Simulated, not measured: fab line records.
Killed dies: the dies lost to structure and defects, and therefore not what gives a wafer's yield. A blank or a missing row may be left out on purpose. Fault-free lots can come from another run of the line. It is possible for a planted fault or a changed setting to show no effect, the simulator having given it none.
fab line records	flow nand_harc
[record] lots = 6	wafers = 18	last_day = 24
route steps=1159 shown P_ZERO_WELL@14 END@1159
lots that met no fault: from a run of the same line without faults
start_h: start of the lot's first displayed wafer, in hours after the record's first day	wait_h: how many hours have passed since the lot's step before this one	" unchanged from the row above	L1.1+2: one row covering several wafers at once	- no value, or no start was given	* or withheld: withheld	< > ~ a bound
route shown NAME@n: NAME is a module with steps in the file, n the number in the route of the first one	usual: mean/standard deviation taken from wafers without a fault	same: alike in all rows	chamber/n: place in a boat	sites: the reading at each site	_std_site: how widely they spread, as a standard deviation	_edge_site: outer sites' mean less inner sites'	radius_mm: for every site, how far away it sits from the centre of the wafer	mask NAME#n: copy n	behind: the last tool/chamber to shape the wafer	hold: reason for holding the lot/hours on hold/outcome of the hold	device: the transistor (n, p or np) that didn't switch	end of line: tests run on the same wafers once the route is complete	a step with no rows: only its recipe	killed: the dies lost at the first sort to structure and to defects; this is not the yield of the wafer	map: shows each die of a wafer: x if killed, . if not, _ if none is there
set.NAME: setting as actually run; set.NAME@STEP: the setting as run at that earlier step	model.NAME: the simulator's own value behind a step, which no gauge read
certain route steps with their lots: each step a table, each wafer a row
services: from which hour (start_h, from the record's first day; less than 0 if before it) a tool's chamber was out of use, for how many hours, and why
[[steps]]
[step NHARC_P_ZERO_WELL_CD_MEAS_11]
[recipe] target_cd_nm = 500	landing_energy_ev = 500
[usual] cd_nm = 500.0/1.4
[same] landing_energy_ev = 500
lot.wafer	tool	chamber	start_h	wait_h	cd_nm
L495.2	cd_sem-01	0	55.25	-	500.6
L495.3	"	0	"	"	499.9
L495.5	"	0	"	"	497.9
L502.3	cd_sem-01	0	97.25	-	499.8
L502.5	"	0	"	"	499.4
L502.6	"	0	"	"	500.2
L505.4	cd_sem-02	0	115.12	-	499.2
L505.5	"	0	"	"	499.3
L505.6	"	0	"	"	498.5
L506.2	cd_sem-03	0	121.31	-	500.2
L506.5	"	0	"	"	499.7
L506.6	"	0	"	"	499.5
L508.1	cd_sem-03	0	133.24	-	498.0
L508.3	"	0	"	"	497.1
L508.5	"	0	"	"	498.0
L511.3	cd_sem-01	0	151.24	-	500.5
L511.4	"	0	"	"	499.8
L511.6	"	0	"	"	502.7
[step NHARC_P_ZERO_WELL_HARDBAKE_12]
[recipe] temp_c = 118	time_s = 65
[step NHARC_P_ZERO_WELL_DESCUM_13]
[recipe] time_s = 3	o2_flow_sccm = 200	ar_flow_sccm = 0	bias_power_w = 0	chemistry = O2
[usual] drypump_motor_current_A = 6.0/0.34	oes_product_au = 1.002/0.0069	rf_vpp_V = 57.9/0.91	showerhead_plenum_p_Torr = 1.91/0.1	throttle_valve_pct = 11.312/0.0089
lot.wafer	tool	chamber	start_h	wait_h	drypump_motor_current_A	oes_product_au	rf_hours_counter_h	rf_vpp_V	showerhead_plenum_p_Torr	throttle_valve_pct
L495.2	rie_diel-13	0	55.41	-	6.0	0.995	10	58.5	1.79	11.311
L495.3	"	2	"	"	6.3	1.010	9	57.4	2.01	11.306
L495.5	"	0	"	"	6.0	1.009	-	58.5	1.79	11.300
L502.3	rie_diel-08	3	97.41	-	6.2	1.004	10	57.4	2.07	11.324
L502.6	"	2	"	"	5.6	1.016	-	56.7	1.81	11.300
L502.5	"	3	"	"	6.2	1.005	-	60.5	2.07	11.301
L505.4	rie_diel-08	0	115.30	-	5.7	1.006	12	57.4	1.82	11.307
L505.5	"	1	"	"	6.3	1.010	-	57.6	2.05	11.308
L505.6	"	2	"	"	5.6	1.024	-	58.1	1.81	11.313
L506.2	rie_diel-11	2	121.47	-	5.8	1.003	4	58.1	1.86	11.326
L506.6	"	2	"	"	5.9	1.003	-	60.2	1.86	11.312
L506.5	"	3	"	"	6.4	0.997	-	57.9	1.94	11.303
L508.1	rie_diel-13	0	133.40	-	6.1	0.996	1	56.6	1.79	11.309
L508.3	"	1	"	"	5.6	0.999	2	58.0	1.85	11.305
L508.5	"	0	"	"	6.1	1.001	-	55.4	1.79	11.310
L511.4	rie_diel-13	1	151.40	-	5.7	0.995	3	57.8	1.85	11.301
L511.3	"	2	"	"	6.3	0.991	3	56.9	2.01	11.309
L511.6	"	0	"	"	6.1	0.998	-	56.8	1.79	11.302
[step NHARC_P_ZERO_WELL_ETCH_65]
[recipe] target_depth_a = 800	overetch_a = 240	time_s = 87.88	ion_energy_ev = 200	n2_flow_sccm = 150	h2_flow_sccm = 150	ar_flow_sccm = 0	rf_w = 400	bias_w = 150	chemistry = N2/H2
[usual] drypump_motor_current_A = 6.0/0.35	oes_product_au = 1.001/0.0077	rf_vpp_V = 431/3.2	showerhead_plenum_p_Torr = 2.05/0.11	throttle_valve_pct = 14.171/0.0094
lot.wafer	tool	chamber	start_h	wait_h	drypump_motor_current_A	oes_product_au	rf_hours_counter_h	rf_vpp_V	showerhead_plenum_p_Torr	throttle_valve_pct
L495.2	rie_diel-13	3	55.49	0.1	6.6	1.006	9	432	2.06	14.179
L495.3	"	2	"	"	6.3	1.016	9	433	2.15	14.177
L495.5	"	0	"	"	6.0	0.998	-	427	1.91	14.174
L502.3	rie_diel-08	2	97.51	0.1	5.6	1.013	9	429	1.93	14.180
L502.5	"	3	"	"	6.2	0.999	-	434	2.21	14.183
L502.6	"	0	"	"	5.7	1.006	-	427	1.94	14.170
L505.4	rie_diel-08	0	115.38	0.1	5.8	1.000	12	428	1.94	14.160
L505.6	"	1	"	"	6.3	1.010	-	435	2.19	14.186
L505.5	"	2	"	"	5.6	1.020	-	427	1.93	14.168
L506.2	rie_diel-11	3	121.58	0.1	6.4	0.991	5	432	2.07	14.157
L506.5	"	0	"	"	5.7	1.009	-	429	1.97	14.169
L506.6	"	1	"	"	5.5	0.996	-	434	2.17	14.172
L508.1	rie_diel-13	3	133.48	0.1	6.5	1.001	1	432	2.06	14.171
L508.3	"	2	"	"	6.3	1.001	2	433	2.15	14.164
L508.5	"	0	"	"	6.1	1.014	-	427	1.91	14.170
L511.3	rie_diel-13	2	151.48	0.1	6.4	1.004	3	434	2.14	14.183
L511.4	"	3	"	"	6.5	1.003	3	431	2.06	14.173
L511.6	"	2	"	"	6.3	1.008	-	433	2.15	14.158
[step NHARC_P_ZERO_WELL_ETCH_62]
[recipe] target_depth_a = 130	time_s = 6.5	chf3_flow_sccm = 50	ar_flow_sccm = 200	rf_w = 500	bias_w = 200	chemistry = CHF3/Ar
[usual] drypump_motor_current_A = 6.0/0.34	oes_product_au = 0.962/0.02	rf_vpp_V = 370.6/2.8	showerhead_plenum_p_Torr = 2.35/0.12	throttle_valve_pct = 20.217/0.009
lot.wafer	tool	chamber	start_h	wait_h	drypump_motor_current_A	oes_product_au	rf_hours_counter_h	rf_vpp_V	showerhead_plenum_p_Torr	throttle_valve_pct
L495.3	rie_diel-13	2	-	-	6.4	0.964	9	371.4	2.46	20.219
L495.2	"	3	"	"	6.5	0.964	9	370.3	2.37	20.222
L495.5	"	1	"	"	5.7	0.936	-	369.8	2.27	20.206
L502.3	rie_diel-08	2	-	-	5.6	0.964	10	369.4	2.22	20.219
L502.5	"	0	"	"	5.7	0.976	-	367.4	2.23	20.224
L502.6	"	1	"	"	6.3	0.986	-	373.2	2.50	20.229
L505.4	rie_diel-08	3	-	-	6.2	0.981	11	374.0	2.53	20.209
L505.6	"	2	"	"	5.6	0.966	-	366.7	2.22	20.226
L505.5	"	3	"	"	6.2	0.979	-	373.6	2.52	20.222
L506.2	rie_diel-11	3	-	-	6.5	0.950	5	370.7	2.38	20.215
L506.5	"	1	"	"	5.5	0.951	-	374.6	2.48	20.229
L506.6	"	2	"	"	5.8	0.950	-	368.9	2.28	20.211
L508.1	rie_diel-13	0	-	-	6.1	0.918	1	366.1	2.20	20.227
L508.3	"	1	"	"	5.6	0.920	2	367.9	2.27	20.230
L508.5	"	0	"	"	6.1	0.921	-	367.2	2.20	20.218
L511.3	rie_diel-13	1	-	-	5.6	0.963	3	368.3	2.27	20.225
L511.4	"	0	"	"	6.0	0.963	3	365.9	2.20	20.220
L511.6	"	1	"	"	5.6	0.960	-	368.9	2.27	20.223
[step NHARC_P_ZERO_WELL_ETCH_63]
[recipe] target_depth_a = 1200	time_s = 40.1	hbr_flow_sccm = 150	cl2_flow_sccm = 50	rf_w = 400	icp_w = 400	bias_w = 100	chemistry = HBr/Cl2
[usual] drypump_motor_current_A = 5.8/0.56	oes_product_au = 0.998/0.0068	throttle_valve_pct = 26.404/0.008
lot.wafer	tool	chamber	start_h	wait_h	drypump_motor_current_A	oes_product_au	rf_hours_counter_h	throttle_valve_pct
L495.3	rie_si-02	0	55.67	-	5.5	0.993	0.1	26.399
L495.2	"	1	"	"	6.6	1.009	0.1	26.403
L495.5	"	1	"	"	6.6	0.992	-	26.402
L502.3	rie_si-01	3	97.67	-	5.1	0.999	1.5	26.406
L502.5	"	2	"	"	5.7	0.979	-	26.401
L502.6	"	3	"	"	5.1	0.994	-	26.397
L505.4	rie_si-01	3	115.54	-	5.1	0.995	1.5	26.401
L505.5	"	2	"	"	5.6	0.987	-	26.401
L505.6	"	3	"	"	5.2	0.993	-	26.417
L506.2	rie_si-01	2	121.77	-	5.6	0.993	1.0	26.408
L506.6	"	3	"	"	5.1	0.993	-	26.407
L506.5	"	0	"	"	6.3	0.997	-	26.409
L508.1	rie_si-02	2	133.69	-	6.1	1.001	0.7	26.407
L508.3	"	3	"	"	5.3	1.006	0.7	26.378
L508.5	"	0	"	"	5.5	1.008	-	26.409
L511.4	rie_si-06	0	151.65	-	6.7	0.993	1.2	26.399
L511.3	"	2	"	"	5.9	0.987	1.3	26.403
L511.6	"	1	"	"	5.0	0.991	-	26.404
[step NHARC_P_ZERO_WELL_STRIP_15]
[recipe] time_s = 900	temp_c = 130	chemistry = SPM
[step NHARC_P_ZERO_WELL_DEHYDRATE_16]
[recipe] temp_c = 150	time_s = 120
[step NHARC_P_ZERO_WELL_HMDS_17]
[recipe] time_s = 30
[step NHARC_P_ZERO_WELL_COAT_18]
[recipe] spin_rpm = withheld
[step NHARC_P_ZERO_WELL_SOFTBAKE_19]
[recipe] temp_c = 122	time_s = 95
[step NHARC_P_ZERO_WELL_EBR_20]
[step NHARC_P_ZERO_WELL_EXPOSE_21]
[recipe] na = 0.6	target_cd_nm = 720	dose_mj = 22.31	mask_id = P_NWELL
[usual] reticle_temp_C = 23.01/0.096	stage_vel_mm_s = 499.99/0.27
lot.wafer	tool	chamber	start_h	wait_h	mask	reticle_temp_C	stage_vel_mm_s
L495.2	krf_scanner-04	0	56.39	-	P_NWELL#0	23.07	500.01
L495.3	"	0	"	"	P_NWELL#0	23.08	499.63
L495.5	"	0	"	"	P_NWELL#0	22.87	499.77
L502.3	krf_scanner-04	0	98.45	-	P_NWELL#0	23.03	499.60
L502.5	"	0	"	"	P_NWELL#0	22.95	499.99
L502.6	"	0	"	"	P_NWELL#0	23.08	499.66
L505.4	krf_scanner-03	0	116.32	-	P_NWELL#0	23.05	500.30
L505.5	"	0	"	"	P_NWELL#0	23.16	499.94
L505.6	"	0	"	"	P_NWELL#0	23.14	499.92
L506.2	krf_scanner-04	0	122.51	-	P_NWELL#0	22.95	500.21
L506.5	"	0	"	"	P_NWELL#0	23.15	500.21
L506.6	"	0	"	"	P_NWELL#0	23.09	499.98
L508.1	krf_scanner-04	0	134.44	-	P_NWELL#0	22.99	500.34
L508.3	"	0	"	"	P_NWELL#0	22.89	500.18
L508.5	"	0	"	"	P_NWELL#0	22.98	500.39
L511.3	krf_scanner-02	0	152.43	-	P_NWELL#0	23.06	499.79
L511.4	"	0	"	"	P_NWELL#0	23.07	499.46
L511.6	"	0	"	"	P_NWELL#0	23.17	499.77
[step NHARC_P_ZERO_WELL_PEB_22]
[recipe] peb_temp_c = 118	peb_time_s = 85
[step NHARC_P_ZERO_WELL_DEVELOP_23]
[recipe] time_s = 70
[step NHARC_P_ZERO_WELL_CD_MEAS_24]
[recipe] target_cd_nm = 720	landing_energy_ev = 500
[usual] cd_nm = 720.1/1.6
[same] landing_energy_ev = 500
lot.wafer	tool	chamber	start_h	wait_h	hold	cd_nm
L495.2	cd_sem-01	0	56.54	-	-	719.9
L495.3	"	0	"	"	-	717.7
L495.5	"	0	"	"	-	719.1
L502.3	cd_sem-02	0	98.60	-	-	718.1
L502.5	"	0	"	"	-	719.9
L502.6	"	0	"	"	-	720.1
L505.4	cd_sem-02	0	116.47	-	-	721.7
L505.5	"	0	"	"	-	720.9
L505.6	"	0	"	"	-	719.9
L506.2	cd_sem-03	0	122.66	-	await_dispo/0.2h/release	768.2
L506.5	"	0	"	"	await_dispo/0.2h/release	734.3
L506.6	"	0	"	"	await_dispo/0.2h/release	780.2
L506.2	cd_sem-03	0	-	-	-	768.1
L506.5	"	0	"	"	-	734.3
L506.6	"	0	"	"	-	780.2
L508.1	cd_sem-01	0	134.60	-	await_dispo/0.2h/release	773.4
L508.3	"	0	"	"	await_dispo/0.2h/release	778.7
L508.5	"	0	"	"	await_dispo/0.2h/release	773.1
L508.1	cd_sem-01	0	-	-	-	773.7
L508.3	"	0	"	"	-	778.9
L508.5	"	0	"	"	-	772.6
L511.3	cd_sem-03	0	152.58	-	-	720.2
L511.4	"	0	"	"	-	718.8
L511.6	"	0	"	"	-	719.5
[step NHARC_P_ZERO_WELL_DESCUM_26]
[recipe] time_s = 3	o2_flow_sccm = 200	ar_flow_sccm = 0	bias_power_w = 0	chemistry = O2
[usual] drypump_motor_current_A = 6.0/0.34	oes_product_au = 1.003/0.0071	rf_vpp_V = 57.8/0.94	showerhead_plenum_p_Torr = 1.91/0.099	throttle_valve_pct = 11.311/0.0091
lot.wafer	tool	chamber	start_h	wait_h	drypump_motor_current_A	oes_product_au	rf_hours_counter_h	rf_vpp_V	showerhead_plenum_p_Torr	throttle_valve_pct	model.P_ZERO_WELL.cd_nm
L495.3	rie_diel-13	2	56.71	-	6.3	0.998	9	58.6	2.01	11.314	717.2
L495.2	"	0	"	"	6.1	0.990	10	58.2	1.79	11.307	719.6
L495.5	"	1	"	"	5.6	0.997	-	58.1	1.85	11.319	718.8
L502.3	rie_diel-13	1	98.78	-	5.6	1.011	13	58.0	1.85	11.306	717.7
L502.5	"	0	"	"	6.1	1.010	-	58.7	1.79	11.299	719.8
L502.6	"	1	"	"	5.6	1.007	-	58.6	1.85	11.308	719.3
L505.5	rie_diel-13	0	116.67	-	6.1	1.011	-	57.5	1.79	11.294	720.7
L505.4	"	1	"	"	5.6	1.005	-	56.3	1.85	11.305	721.7
L505.6	"	2	"	"	6.4	1.001	-	55.9	2.01	11.315	719.9
L506.2	rie_diel-13	1	127.41	-	5.6	1.009	1	58.0	1.85	11.305	767.5
L506.5	"	0	"	"	6.0	1.011	-	59.0	1.79	11.312	733.4
L506.6	"	1	"	"	5.6	0.998	-	56.8	1.85	11.313	779.4
L508.3	rie_diel-11	2	136.02	-	5.8	1.009	4	57.7	1.86	11.319	778.8
L508.1	"	0	"	"	5.7	1.008	5	58.5	1.85	11.306	773.1
L508.5	"	3	"	"	6.4	1.000	-	58.9	1.94	11.299	773.2
L511.3	rie_diel-08	1	152.73	-	6.3	0.991	2	59.2	2.05	11.289	720.6
L511.4	"	2	"	"	5.6	1.007	2	57.3	1.81	11.322	718.6
L511.6	"	2	"	"	5.6	1.002	-	58.6	1.81	11.315	719.2
[step NHARC_P_ZERO_WELL_IMPLANT_27]
[recipe] energy_kev = 600	dose_cm2 = 1e+13	tilt_deg = 7
[step NHARC_END_SORT_01]
[recipe] temp_c = 25
[usual] killed_at_array = 28/8.9	killed_at_other = 0.8/1.2	killed_at_periphery = 3.3/2.3	killed_dies = 32/9.4	killed_open = 3.2/1.8	killed_short = 1.9/1.4
[same] gross_dies = 677
lot.wafer	tool	chamber	start_h	wait_h	hold	killed_at_array	killed_at_other	killed_at_periphery	killed_dies	killed_open	killed_short
L495.2	prober-02	0	495.57	2.8	-	26	0	8	34	10	7
L495.3	prober-02	0	496.37	3.1	-	29	0	4	33	3	1
L495.5	prober-02	0	497.98	3.7	-	23	0	6	29	3	0
L502.3	prober-01	0	519.12	3.1	-	31	0	2	33	3	2
L502.5	prober-01	0	520.70	3.7	-	23	0	1	24	4	1
L502.6	prober-01	0	521.49	4.0	-	33	2	1	36	4	2
L505.4	prober-02	0	559.15	3.4	-	29	0	3	32	0	1
L505.5	prober-02	0	559.95	3.7	-	45	1	1	47	1	4
L505.6	prober-02	0	560.76	4.0	-	39	0	3	42	2	3
L506.2	prober-01	0	560.47	2.8	await_dispo/4.0h/release	27	0	2	29	2	2
L506.5	prober-01	0	562.86	3.7	await_dispo/4.0h/release	39	2	2	43	5	1
L506.6	prober-01	0	563.65	4.0	await_dispo/4.0h/release	28	0	3	31	3	2
L511.3	prober-01	0	569.07	3.1	-	36	3	0	39	3	0
L511.4	prober-01	0	569.87	3.4	-	38	2	3	43	2	1
L511.6	prober-01	0	571.46	4.0	-	25	1	0	26	2	1
L508.1	prober-02	0	580.76	2.5	-	39	0	5	44	4	1
L508.3	prober-02	0	582.36	3.1	-	33	0	2	35	5	0
L508.5	prober-02	0	583.97	3.7	-	34	0	3	37	1	3
// killed by level:class
L495.2 A_CHANNEL_HOLE_D1:chamber_film_flake=10 P_M0:geometric_particle:open=3 P_GATE:geometric_particle:short=2 A_CHANNEL_FILL_D1:geometric_particle:short=2 A_WL_FILL:geometric_particle:open=2 A_ZERO_WELL:chamber_film_flake=2 P_CONTACT:geometric_particle:open=1 A_ONON_D1:geometric_particle:open=1
L495.3 A_CHANNEL_HOLE_D1:chamber_film_flake=19 A_STAIRCASE:chamber_film_flake=5 P_M0:chamber_film_flake=2 P_M0:geometric_particle:short=1 A_WL_FILL:geometric_particle:open=1 A_CONTACT:geometric_particle:open=1 A_BLC:geometric_particle:open=1 P_STI:chamber_film_flake=1
L495.5 A_CHANNEL_HOLE_D1:chamber_film_flake=18 P_ZERO_WELL:chamber_film_flake=2 A_CONTACT:chamber_film_flake=2 P_STI:geometric_particle:open=1 P_GATE:geometric_particle:open=1 A_CHANNEL_FILL_D1:geometric_particle:open=1 P_STI:chamber_film_flake=1 P_M0:chamber_film_flake=1
L502.3 A_CHANNEL_HOLE_D1:chamber_film_flake=18 A_CONTACT:chamber_film_flake=4 A_STAIRCASE:chamber_film_flake=3 A_M1:chamber_film_flake=2 P_CONTACT:geometric_particle:open=1 P_M0:geometric_particle:short=1 A_SOURCE_PLATE:geometric_particle:short=1 A_CONTACT:geometric_particle:open=1
L502.5 A_CHANNEL_HOLE_D1:chamber_film_flake=12 A_STAIRCASE:chamber_film_flake=3 A_CONTACT:geometric_particle:open=2 A_WL_FILL:chamber_film_flake=2 A_CONTACT:chamber_film_flake=2 P_GATE:geometric_particle:open=1 A_ONON_D1:geometric_particle:open=1 A_CONTACT:geometric_particle:short=1
L502.6 A_CHANNEL_HOLE_D1:chamber_film_flake=19 A_STAIRCASE:chamber_film_flake=7 A_CONTACT:chamber_film_flake=2 P_M0:geometric_particle:open=1 A_ONON_D1:geometric_particle:open=1 A_CHANNEL_FILL_D1:geometric_particle:short=1 A_WL_FILL:geometric_particle:short=1 A_CONTACT:geometric_particle:open=1
L505.4 A_CHANNEL_HOLE_D1:chamber_film_flake=20 A_CONTACT:chamber_film_flake=7 P_M1:chamber_film_flake=2 A_WL_FILL:geometric_particle:short=1 P_ZERO_WELL:chamber_film_flake=1 A_STAIRCASE:chamber_film_flake=1
L505.5 A_CHANNEL_HOLE_D1:chamber_film_flake=29 A_CONTACT:chamber_film_flake=8 A_STAIRCASE:chamber_film_flake=4 P_M0:geometric_particle:short=1 A_CHANNEL_FILL_D1:geometric_particle:short=1 A_SGD_CUT:geometric_particle:short=1 A_CONTACT:geometric_particle:open=1 STARTING-WAFER:geometric_particle:short=1
L506.2 A_SLIT:chamber_film_flake=10 A_STAIRCASE:chamber_film_flake=5 A_CHANNEL_HOLE_D1:chamber_film_flake=4 A_CONTACT:chamber_film_flake=3 A_M0:chamber_film_flake=3 P_CONTACT:geometric_particle:short=1 P_CONTACT:geometric_particle:open=1 A_CHANNEL_HOLE_D1:geometric_particle:short=1
L505.6 A_CHANNEL_HOLE_D1:chamber_film_flake=22 A_STAIRCASE:chamber_film_flake=6 A_CONTACT:chamber_film_flake=4 A_CONTACT:geometric_particle:short=2 P_CONTACT:geometric_particle:open=1 A_CHANNEL_FILL_D1:geometric_particle:open=1 A_CHANNEL_FILL_D1:geometric_particle:short=1 P_ZERO_WELL:chamber_film_flake=1
L506.5 A_SLIT:chamber_film_flake=21 A_CHANNEL_HOLE_D1:chamber_film_flake=5 A_CONTACT:chamber_film_flake=4 A_CONTACT:geometric_particle:open=3 A_STAIRCASE:chamber_film_flake=3 A_M0:chamber_film_flake=2 P_CONTACT:geometric_particle:open=1 A_CHANNEL_FILL_D1:geometric_particle:open=1
L506.6 A_SLIT:chamber_film_flake=10 A_STAIRCASE:chamber_film_flake=7 A_CONTACT:chamber_film_flake=3 A_M0:chamber_film_flake=3 P_M0:geometric_particle:open=2 A_WL_FILL:geometric_particle:short=2 A_CHANNEL_HOLE_D1:chamber_film_flake=2 A_CHANNEL_FILL_D1:geometric_particle:open=1
L511.3 A_SLIT:chamber_film_flake=17 A_CHANNEL_HOLE_D1:chamber_film_flake=11 THIN_TSV:chamber_film_flake=3 A_CONTACT:geometric_particle:open=2 A_WL_FILL:chamber_film_flake=2 A_M0:geometric_particle:open=1 A_ZERO_WELL:chamber_film_flake=1 A_SGD_CUT:chamber_film_flake=1
L511.4 A_SLIT:chamber_film_flake=20 A_CHANNEL_HOLE_D1:chamber_film_flake=8 A_CONTACT:chamber_film_flake=4 P_GATE:chamber_film_flake=2 A_WL_FILL:chamber_film_flake=2 THIN_TSV:chamber_film_flake=2 P_M1:geometric_particle:open=1 A_SGD_CUT:geometric_particle:short=1
L511.6 A_SLIT:chamber_film_flake=14 A_CHANNEL_HOLE_D1:chamber_film_flake=5 A_CONTACT:geometric_particle:open=1 A_M0:geometric_particle:open=1 A_M0:geometric_particle:short=1 A_CHANNEL_FILL_D1:chamber_film_flake=1 A_STAIRCASE:chamber_film_flake=1 A_WL_FILL:chamber_film_flake=1
L508.1 A_SLIT:chamber_film_flake=15 A_CONTACT:chamber_film_flake=9 A_CHANNEL_HOLE_D1:chamber_film_flake=7 A_BLC:chamber_film_flake=5 P_M0:geometric_particle:open=2 P_M2:chamber_film_flake=2 A_WL_FILL:geometric_particle:open=1 A_M0:geometric_particle:open=1
L508.3 A_SLIT:chamber_film_flake=16 A_BLC:chamber_film_flake=7 A_CHANNEL_HOLE_D1:chamber_film_flake=3 A_CONTACT:chamber_film_flake=3 A_BLC:geometric_particle:open=2 P_M1:geometric_particle:open=1 A_SGD_CUT:geometric_particle:open=1 A_M0:geometric_particle:open=1
L508.5 A_SLIT:chamber_film_flake=17 A_CHANNEL_HOLE_D1:chamber_film_flake=6 A_BLC:chamber_film_flake=4 A_CONTACT:chamber_film_flake=3 P_M2:chamber_film_flake=2 A_CHANNEL_FILL_D1:geometric_particle:short=1 A_SGD_CUT:geometric_particle:short=1 A_SGD_CUT:geometric_particle:open=1
// map L506.5 (x killed, . not)
____________.____________
_________....xxx_________
_______.....xx.xxx_______
______.......xxxx..______
_____..x....xxxxx.x._____
____..........xxxx...____
____..........xx.x...____
___..........x........___
___...................___
__............x........__
__.....................__
_...................x..._
_......................._
_......................._
_......................._
_......................._
.........................
.........................
.................x.......
...x.....................
...x.............x..x.x..
_......................._
_..............x........_
_..................x...._
_..x........x..........._
_......................._
__..........x..........__
__..x..................__
___........x..........___
___...................___
____.................____
____.................____
_____.x............._____
______.............______
_______..........._______
_________......._________
____________.____________
// map L508.1 (x killed, . not)
____________.____________
_________....x.._________
_______......x...._______
______........xxx..______
_____.......x.....x._____
____..........x.x....____
____........xxx.x....____
___..........xx.......___
___............x......___
__.....................__
__....................x__
_......................._
_...x..................._
_......................._
_.....................x._
_.x...................x._
....................x....
.x....................x..
...................x..x..
.....x...................
..x..x...................
_..x...x.x.............._
_........x.............._
_......xx...........xx.._
_............x.........._
_....................x.._
__....................x__
__...x.........x..xx...__
___...................___
___...................___
____.................____
____.................____
_____..............._____
______.............______
_______..........._______
_________......._________
____________.____________
[[services]]
tool	chamber	start_h	hours	kind
rie_si-02	-	34.00	9.0	pm
rie_si-01	-	35.48	0.4	repair
krf_scanner-02	-	38.02	4.0	pm
rie_diel-13	0	53.50	-	clean
rie_diel-13	1	53.50	-	clean
rie_diel-13	2	53.50	-	clean
rie_diel-13	3	53.50	-	clean
rie_diel-11	-	55.18	41.2	repair
rie_si-01	3	57.92	1.8	repair
rie_diel-13	1	62.11	11.5	repair
krf_scanner-04	-	63.52	0.7	repair
krf_scanner-03	-	71.18	0.1	repair
krf_scanner-03	-	75.31	3.1	repair
rie_diel-13	0	78.00	-	clean
rie_diel-13	1	78.00	-	clean
rie_diel-13	2	78.00	-	clean
rie_diel-13	3	78.00	-	clean
rie_diel-13	3	83.73	34.6	repair
rie_si-06	-	94.43	0.2	repair
rie_diel-13	-	99.00	9.0	pm
rie_si-01	-	114.12	0.3	repair
rie_diel-08	-	124.84	9.0	pm
krf_scanner-04	-	126.00	4.0	pm
rie_si-01	-	127.00	9.0	pm
[[key]]
[first_sign] step = NHARC_P_ZERO_WELL_CD_MEAS_24	reading = visit	direction = added
[effect] step = NHARC_P_ZERO_WELL_CD_MEAS_24	reading = cd_nm	direction = up	sigmas = 30	usual = 720.1	struck = 768.0
[effect] step = NHARC_END_SORT_01	reading = hold	direction = added
[model_effect] step = NHARC_P_ZERO_WELL_DESCUM_26	value = P_ZERO_WELL.cd_nm	without = 719.6	struck = 767.6
met_at NHARC_P_ZERO_WELL_EXPOSE_21
struck_wafers L506.2,L506.5,L506.6,L508.1,L508.3,L508.5
tester_left_out L506,L508
onset_between 98.45 122.51
[fault] kind = process_parameter_drift	tool = krf_scanner-04	chamber = -	onset_h = 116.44	steps = NHARC_P_ZERO_WELL_EXPOSE_21	channel = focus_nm	offset = 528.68	spread_by_wafer = 0.3	shape = step	end_h = 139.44
// tester_left_out: of these lots the tester's yield and bins aren't shown, on N5 and GAA mostly nor the transistor test; their killed dies are dies lost to structure and defects alone, not to doping, threshold or leakage, so they don't give the yield
